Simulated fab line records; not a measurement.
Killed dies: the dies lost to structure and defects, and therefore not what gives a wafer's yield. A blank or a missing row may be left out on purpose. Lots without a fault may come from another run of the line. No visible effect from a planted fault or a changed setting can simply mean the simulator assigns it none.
Chamber matching ; flow n5 finfet ; N5_MOL_CONTACT_COAG_ETCHBACK_132 on rie diel-04 has 4 sister chambers
The step etches SiO2 in CHF3, target depth 10 nm, time 6.7 s. 4 wafers are shown with their chamber, then 7 later ones without.

== EACH WAFER AND ITS CHAMBER ==
wafer;chamber;rf vpp V (V)
L324.2;0;538
L328.6;3;514
L335.2;1;517
L335.5;2;555

== WAFERS MISSING THEIR CHAMBER ==
wafer;rf vpp V (V)
L335.6;537
L334.1;517
L334.2;538
L334.4;554
L341.1;537
L341.5;514
L341.6;537

== EACH ONE'S CHAMBER ==
wafer;from the rows above;in truth
L335.6;0;0
L334.1;1;1
L334.2;0;0
L334.4;2;2
L341.1;0;0
L341.5;3;3
L341.6;0;0
Placed correctly: 7 of 7. Number that these rows cannot place: 0. 0 placed wrongly.
How it was worked out, from the rows above alone: a wafer's distance from a chamber is the root of the sum, over the readings, of the square of ((its reading less the chamber's mean) divided by the reading's scatter). If the next closest chamber is less than 2 further off than the closest, the wafer can't be placed; otherwise it belongs to the closest. A chamber's mean is the mean of its shown wafers. The scatter: root of mean squared gap, hidden wafer to nearest shown wafer, with one shown wafer a chamber.
